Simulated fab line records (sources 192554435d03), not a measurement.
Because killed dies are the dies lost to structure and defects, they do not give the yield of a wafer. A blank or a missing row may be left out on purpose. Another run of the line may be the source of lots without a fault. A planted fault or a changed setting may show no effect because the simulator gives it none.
Chamber matching + flow n5 finfet + N5_SD_EPI_P_SD_RECESS_17 on rie si-01: 4 sister chambers
The step chemistry HBr/Cl2/O2, target depth 39.1 nm, bt time 3 s. 8 wafers are shown with their chamber, then 6 later ones without.

## WAFERS PAIRED WITH THEIR CHAMBERS
| wafer  | chamber | throttle valve pct (%) | oes product au (a.u.) |
|--------|---------|------------------------|-----------------------|
| L590.5 | 1       | 37.1                   | 0.997                 |
| L592.5 | 1       | 37.1                   | 0.991                 |
| L592.6 | 0       | 36.8                   | 0.994                 |
| L593.1 | 2       | 36.8                   | 0.966                 |
| L593.3 | 3       | 37.3                   | 0.999                 |
| L593.6 | 2       | 36.8                   | 0.966                 |
| L594.2 | 3       | 37.4                   | 1.001                 |
| L594.4 | 0       | 36.8                   | 0.999                 |

## WAFERS MISSING THEIR CHAMBER
| wafer  | throttle valve pct (%) | oes product au (a.u.) |
|--------|------------------------|-----------------------|
| L594.5 | 37.3                   | 0.996                 |
| L595.1 | 37.1                   | 0.992                 |
| L595.2 | 36.8                   | 0.992                 |
| L595.3 | 36.8                   | 0.967                 |
| L600.2 | 37.1                   | 0.991                 |
| L600.6 | 37.3                   | 1.001                 |

## CHAMBER TAKEN BY EACH
| wafer  | from the rows above | in truth |
|--------|---------------------|----------|
| L594.5 | 3                   | 3        |
| L595.1 | 1                   | 1        |
| L595.2 | 0                   | 0        |
| L595.3 | 2                   | 2        |
| L600.2 | 1                   | 1        |
| L600.6 | 3                   | 3        |
6 of 6 placed correctly. Left unplaced by these rows: 0. Placed wrongly: 0.
How it was worked out, from the rows above alone: a wafer's distance from a chamber is the root of the sum, over the readings, of the square of ((its reading less the chamber's mean) divided by the reading's scatter). The wafer belongs to the nearest chamber; if the next one is less than 2 further off, it can't be placed. Each chamber's mean is taken over the wafers shown for it. The scatter is the square root of a quotient: the sum, over the shown wafers, of each reading's squared deviation from its chamber's mean, divided by wafers minus chambers.
